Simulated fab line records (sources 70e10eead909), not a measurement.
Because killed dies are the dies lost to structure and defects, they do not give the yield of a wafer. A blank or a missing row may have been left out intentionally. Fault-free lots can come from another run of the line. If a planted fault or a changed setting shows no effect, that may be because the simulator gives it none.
Which tool did it?	flow nand-harc	24 lots with 72 wafers sampled at 6 steps, on a route of 1159 steps

== WHAT THE GAUGES SHOWED, per wafer ==
NHARC_A_CONTACT_CD_MEAS_42 targets a cd of 200 nm.
lot	measured	on	cd-nm (nm)
L074	day 15 22:29	cd-sem-01	200.1 200.0 200.1
L076	day 17 03:39	cd-sem-01	200.2 200.1 200.2
L075	day 17 08:39	cd-sem-03	199.4 200.0 199.5
L077	day 17 03:49	cd-sem-02	199.2 200.0 199.7
L079	day 17 21:09	cd-sem-01	200.7 199.8 200.3
L078	day 18 04:04	cd-sem-02	200.4 200.3 200.5
L081	day 18 07:57	cd-sem-02	200.5 200.5 200.5
L080	day 18 20:59	cd-sem-01	200.0 199.4 200.8
L082	day 19 05:02	cd-sem-03	200.0 200.4 200.0
L085	day 19 09:49	cd-sem-02	199.7 199.8 200.0
L084	day 19 05:32	cd-sem-03	199.8 199.8 200.4
L083	day 19 09:26	cd-sem-01	200.7 200.0 199.9
L089	day 19 16:52	cd-sem-03	199.8 200.4 199.3
L087	day 19 16:04	cd-sem-01	199.8 199.2 199.3
L090	day 19 20:47	cd-sem-03	200.8 201.4 200.4
L086	day 19 23:08	cd-sem-03	199.9 199.5 200.0
L091	day 20 01:04	cd-sem-02	199.8 199.8 199.8
L088	day 20 04:10	cd-sem-02	200.3 199.6 199.2
L092	day 20 20:41	cd-sem-03	199.7 198.6 199.7
L093	day 21 03:50	cd-sem-01	200.3 200.1 199.8
L096	day 21 13:29	cd-sem-01	199.6 199.1 199.8
L094	day 21 19:23	cd-sem-01	200.9 200.0 200.8
L095	day 21 21:20	cd-sem-01	200.4 200.0 199.5
L097	day 22 05:29	cd-sem-02	199.3 199.6 200.0

NHARC_A_CONTACT_INSPECT_71.
lot	measured	on	raw-defect-count
L074	day 16 08:26	defect-inspect-02	22 20 18
L076	day 17 10:47	defect-inspect-01	14 24 19
L075	day 17 16:37	defect-inspect-01	21 21 21
L077	day 17 11:00	defect-inspect-02	11 18 13
L079	day 18 05:46	defect-inspect-01	19 19 23
L078	day 18 11:07	defect-inspect-01	37 26 18
L081	day 18 15:05	defect-inspect-02	27 22 25
L080	day 19 03:53	defect-inspect-01	10 12 6
L082	day 19 12:49	defect-inspect-02	30 20 28
L085	day 19 18:49	defect-inspect-01	43 32 34
L084	day 19 13:16	defect-inspect-01	24 26 34
L083	day 19 17:55	defect-inspect-01	27 28 30
L089	day 20 00:06	defect-inspect-02	16 17 13
L087	day 19 23:05	defect-inspect-02	24 29 36
L090	day 20 04:51	defect-inspect-02	44 30 35
L086	day 20 06:16	defect-inspect-02	28 33 31
L091	day 20 08:45	defect-inspect-02	37 31 35
L088	day 20 11:27	defect-inspect-01	50 65 44
L092	day 21 04:52	defect-inspect-02	70 51 59
L093	day 21 10:44	defect-inspect-02	10 7 20
L096	day 21 21:05	defect-inspect-02	40 41 34
L094	day 22 03:49	defect-inspect-01	39 35 34
L095	day 22 06:23	defect-inspect-01	63 52 59
L097	day 22 13:05	defect-inspect-02	28 44 43

== WHAT TOOL EACH LOT RAN ON (gives the tool, then ch and the chambers of the sampled wafers, and finally the start) ==
lot	NHARC_A_WL_FILL_STRIP_29	NHARC_A_WL_FILL_CVD_20	NHARC_A_CONTACT_DEP_29	NHARC_A_CONTACT_ETCH_102
L074	rie-diel-13 ch 0,3, day 15 01:46	cvd-w-01 ch 0,1, day 15 21:51 or earlier	pecvd-04 ch 0,1,2, day 15 21:51	rie-diel-07 ch 0,3, day 16 02:22
L076	rie-diel-13 ch 0,1,2, day 16 07:29	cvd-w-02 ch 1, day 17 02:57 or earlier	pecvd-02 ch 1,2, day 17 02:57	rie-diel-07 ch 1,2, day 17 07:32
L075	rie-diel-13 ch 0,1,3, day 16 07:31	cvd-w-02 ch 0,1, day 17 08:05 or earlier	pecvd-02 ch 0,1,2, day 17 08:05	rie-diel-06 ch 0,3, day 17 12:25
L077	rie-diel-03 ch 0,1,2, day 16 07:32	cvd-w-01 ch 1, day 17 03:07 or earlier	pecvd-02 ch 0,1,2, day 17 03:07	rie-diel-02 ch 1,2,3, day 17 07:45
L079	rie-diel-13 ch 0,2,3, day 16 11:18	cvd-w-01 ch 1, day 17 20:28 or earlier	pecvd-02 ch 0,2, day 17 20:28	rie-diel-06 ch 0,1,3, day 18 00:55
L078	rie-diel-13 ch 2,3, day 16 14:25	cvd-w-02 ch 0,1, day 18 03:25 or earlier	pecvd-04 ch 0,1,2, day 18 03:25	rie-diel-07 ch 0,2,3, day 18 07:55
L081	rie-diel-03 ch 0,1,2, day 16 17:31	cvd-w-01 ch 0,1, day 18 07:16 or earlier	pecvd-04 ch 0,2, day 18 07:16	rie-diel-02 ch 0,1,3, day 18 11:48
L080	rie-diel-09 ch 0,1,2, day 18 00:25	cvd-w-01 ch 0,1, day 18 20:14 or earlier	pecvd-04 ch 0,1, day 18 20:14	rie-diel-07 ch 1,2,3, day 19 00:46
L082	rie-diel-13 ch 1,2,3, day 18 11:29	cvd-w-01 ch 0,1, day 19 04:23 or earlier	pecvd-02 ch 0,1,2, day 19 04:23	rie-diel-07 ch 0,1, day 19 08:56
L085	rie-diel-13 ch 1,3, day 18 14:35	cvd-w-02 ch 0,1, day 19 09:07 or earlier	pecvd-04 ch 0,1,2, day 19 09:07	rie-diel-06 ch 0,2, day 19 13:58
L084	rie-diel-03 ch 1,2,3, day 18 14:35	cvd-w-02 ch 0,1, day 19 04:49 or earlier	pecvd-02 ch 0,1, day 19 04:49	rie-diel-07 ch 0,1,2, day 19 09:40
L083	rie-diel-09 ch 0,1, day 18 14:35	cvd-w-01 ch 0,1, day 19 08:47 or earlier	pecvd-02 ch 0,1,2, day 19 08:47	rie-diel-07 ch 0,3, day 19 13:26
L089	rie-diel-09 ch 0,1, day 18 21:18	cvd-w-02 ch 0,1, day 19 16:21 or earlier	pecvd-02 ch 0,1,2, day 19 16:21	rie-diel-02 ch 0,1,2, day 19 20:58
L087	rie-diel-03 ch 0,3, day 18 21:22	cvd-w-01 ch 0,1, day 19 15:20 or earlier	pecvd-01 ch 0,1, day 19 15:20	rie-diel-02 ch 1,2,3, day 19 19:52
L090	rie-diel-13 ch 2,3, day 19 03:59	cvd-w-01 ch 0,1, day 19 20:14 or earlier	pecvd-02 ch 0,1,2, day 19 20:14	rie-diel-06 ch 0,3, day 20 00:53
L086	rie-diel-03 ch 0,2, day 19 04:23	cvd-w-02 ch 0,1, day 19 22:23 or earlier	pecvd-01 ch 0,1,2, day 19 22:23	rie-diel-07 ch 1,2,3, day 20 03:00
L091	rie-diel-13 ch 1,2,3, day 19 04:27	cvd-w-01 ch 0,1, day 20 00:29 or earlier	pecvd-02 ch 0,1,2, day 20 00:29	rie-diel-02 ch 0,1,3, day 20 05:22
L088	rie-diel-13 ch 1,2, day 19 07:07	cvd-w-02 ch 0,1, day 20 03:26 or earlier	pecvd-01 ch 0,2, day 20 03:26	rie-diel-02 ch 0,1, day 20 08:03
L092	rie-diel-09 ch 1,3, day 20 00:22	cvd-w-02 ch 0,1, day 20 19:59 or earlier	pecvd-04 ch 0,2, day 20 19:59	rie-diel-07 ch 0,1, day 21 00:49
L093	rie-diel-03 ch 0,2,3, day 20 12:21	cvd-w-01 ch 0,1, day 21 03:07 or earlier	pecvd-02 ch 0,1, day 21 03:07	rie-diel-02 ch 0,2,3, day 21 07:36
L096	rie-diel-09 ch 0,2,3, day 20 17:57	cvd-w-02 ch 0,1, day 21 12:55 or earlier	pecvd-04 ch 0,1,2, day 21 12:55	rie-diel-06 ch 1,3, day 21 17:20
L094	rie-diel-13 ch 0,1,3, day 20 18:04	cvd-w-02 ch 0,1, day 21 18:40 or earlier	pecvd-01 ch 0,1,2, day 21 18:40	rie-diel-02 ch 0,2,3, day 22 00:34
L095	rie-diel-09 ch 0,1, day 20 18:52	cvd-w-01 ch 0,1, day 21 20:47 or earlier	pecvd-01 ch 0,1,2, day 21 20:47	rie-diel-02 ch 2,3, day 22 01:07
L097	rie-diel-03 ch 0,2,3, day 21 12:02	cvd-w-01 ch 0,1, day 22 04:46 or earlier	pecvd-01 ch 1,2, day 22 04:46	rie-diel-06 ch 2,3, day 22 09:18
- NHARC_A_WL_FILL_STRIP_29: strips in O2, time 20 s.
- NHARC_A_WL_FILL_CVD_20: deposits W, target thk 75 nm, time 5064 s.
- NHARC_A_CONTACT_DEP_29: deposits SiON, target thk 70 nm.
- NHARC_A_CONTACT_ETCH_102: etches the open film in CF4/O2, target depth 70 nm, overetch 7 nm, time 38.5 s.

== AS READ BY THE TOOLS THEMSELVES (means over the sampled wafers that have a number; for cases with no such wafer, the mark the record gives instead) ==
NHARC_A_WL_FILL_STRIP_29.
lot	tool	drypump-motor-current-A (A)	oes-product-au (a.u.)	rf-vpp-V (V)	showerhead-plenum-p-Torr (Torr)	throttle-valve-pct (%)
L074	rie-diel-13	5.6	1.011	58.9	3.55	17.033
L076	rie-diel-13	5.4	0.991	57.3	3.65	17.038
L075	rie-diel-13	5.6	1.001	58.1	3.59	17.040
L077	rie-diel-03	5.6	1.008	57.9	3.46	17.035
L079	rie-diel-13	5.4	0.990	57.9	3.61	17.032
L078	rie-diel-13	5.6	0.994	57.8	3.59	17.033
L081	rie-diel-03	5.7	1.002	57.5	3.46	17.043
L080	rie-diel-09	5.6	1.003	57.2	3.40	17.025
L082	rie-diel-13	5.7	0.993	57.8	3.58	17.031
L085	rie-diel-13	5.9	1.004	57.7	3.52	17.041
L084	rie-diel-03	5.7	0.996	57.9	3.57	17.040
L083	rie-diel-09	5.6	1.004	57.7	3.41	17.029
L089	rie-diel-09	5.4	1.000	57.9	3.36	17.039
L087	rie-diel-03	5.8	0.987	58.6	3.57	17.037
L090	rie-diel-13	5.6	0.996	58.7	3.59	17.032
L086	rie-diel-03	6.0	0.999	57.1	3.39	17.046
L091	rie-diel-13	5.7	1.003	58.8	3.58	17.041
L088	rie-diel-13	5.7	0.997	58.3	3.62	17.037
L092	rie-diel-09	5.0	1.006	57.0	3.35	17.033
L093	rie-diel-03	5.9	1.004	57.9	3.48	17.036
L096	rie-diel-09	5.6	1.005	56.3	3.41	17.032
L094	rie-diel-13	5.5	1.005	58.0	3.59	17.040
L095	rie-diel-09	5.6	1.008	57.3	3.41	17.045
L097	rie-diel-03	5.9	0.999	57.4	3.48	17.029

NHARC_A_WL_FILL_CVD_20.
lot	tool	heater-power-w (W)	mfc-wf6-sccm (sccm)	throttle-valve-pct (%)
L074	cvd-w-01	486	39.99	7.7
L076	cvd-w-02	456	39.83	7.6
L075	cvd-w-02	413	40.12	8.4
L077	cvd-w-01	442	40.06	7.4
L079	cvd-w-01	440	40.09	7.5
L078	cvd-w-02	398	39.92	7.9
L081	cvd-w-01	490	39.98	7.7
L080	cvd-w-01	535	40.02	8.0
L082	cvd-w-01	539	39.92	8.0
L085	cvd-w-02	405	40.01	7.9
L084	cvd-w-02	427	39.97	7.8
L083	cvd-w-01	494	39.95	7.7
L089	cvd-w-02	403	39.99	8.1
L087	cvd-w-01	543	40.01	8.0
L090	cvd-w-01	502	40.00	7.7
L086	cvd-w-02	428	39.95	7.8
L091	cvd-w-01	491	39.87	7.9
L088	cvd-w-02	425	39.97	7.9
L092	cvd-w-02	421	39.93	7.8
L093	cvd-w-01	490	40.11	7.8
L096	cvd-w-02	424	39.98	7.8
L094	cvd-w-02	407	40.08	8.3
L095	cvd-w-01	540	39.99	8.2
L097	cvd-w-01	549	40.00	8.2

NHARC_A_CONTACT_DEP_29.
lot	tool	heater-power-w (W)
L074	pecvd-04	768
L076	pecvd-02	669
L075	pecvd-02	604
L077	pecvd-02	658
L079	pecvd-02	667
L078	pecvd-04	774
L081	pecvd-04	822
L080	pecvd-04	798
L082	pecvd-02	623
L085	pecvd-04	751
L084	pecvd-02	665
L083	pecvd-02	656
L089	pecvd-02	656
L087	pecvd-01	707
L090	pecvd-02	660
L086	pecvd-01	660
L091	pecvd-02	695
L088	pecvd-01	734
L092	pecvd-04	734
L093	pecvd-02	663
L096	pecvd-04	766
L094	pecvd-01	693
L095	pecvd-01	718
L097	pecvd-01	688

NHARC_A_CONTACT_ETCH_102.
lot	tool	drypump-motor-current-A (A)	oes-product-au (a.u.)	rf-vpp-V (V)	showerhead-plenum-p-Torr (Torr)	throttle-valve-pct (%)
L074	rie-diel-07	6.0	1.007	197.1	1.30	13.393
L076	rie-diel-07	6.0	1.003	199.4	1.39	13.402
L075	rie-diel-06	6.2	1.010	198.7	1.36	13.405
L077	rie-diel-02	5.6	0.998	198.0	1.31	13.397
L079	rie-diel-06	6.1	0.999	197.3	1.38	13.398
L078	rie-diel-07	6.0	1.011	197.7	1.34	13.393
L081	rie-diel-02	5.9	0.999	196.7	1.30	13.400
L080	rie-diel-07	6.1	1.006	197.5	1.35	13.387
L082	rie-diel-07	5.8	0.997	198.7	1.39	13.398
L085	rie-diel-06	6.1	0.996	197.3	1.32	13.392
L084	rie-diel-07	5.9	0.998	198.1	1.38	13.396
L083	rie-diel-07	5.8	1.000	197.2	1.33	13.390
L089	rie-diel-02	5.5	0.993	196.9	1.28	13.402
L087	rie-diel-02	5.6	0.994	197.2	1.30	13.389
L090	rie-diel-06	6.3	0.998	197.5	1.33	13.398
L086	rie-diel-07	6.1	1.004	197.6	1.34	13.398
L091	rie-diel-02	5.9	0.994	196.8	1.29	13.403
L088	rie-diel-02	5.8	0.993	196.7	1.27	13.397
L092	rie-diel-07	5.8	1.000	198.9	1.38	13.405
L093	rie-diel-02	5.9	1.001	196.7	1.30	13.394
L096	rie-diel-06	6.0	1.002	199.3	1.40	13.403
L094	rie-diel-02	5.9	0.998	196.3	1.30	13.400
L095	rie-diel-02	5.9	1.006	196.8	1.32	13.392
L097	rie-diel-06	5.7	1.003	198.1	1.36	13.397

== THE ANSWER, worked out from the rows above alone ==
Rule: usual is defined by the lots themselves. Put in order of their means at a reading, lots are off if they are a third of the lots or fewer, leave a main group of 4 or more, and stand apart from it by a gap of 3 or more times the standard deviation of the main group's means; of several such gaps the widest counts. A main group whose means are all the same, to the digits that the tables above print for the reading, isn't used. Also off: a lot with no number at a reading for which 4 or more lots have one. Any other lot the step has rows for is counted as sound. After the gauges, taken in route order, come the tools' own readings; for these a lot's mean is taken, as printed above. At the first step where some lot is off, the reading lying furthest off is the one used; lots without a number count as furthest.
Nothing can be told from this: no lot is off at any reading shown.

== WHAT THE SIMULATOR HAD PUT IN ==
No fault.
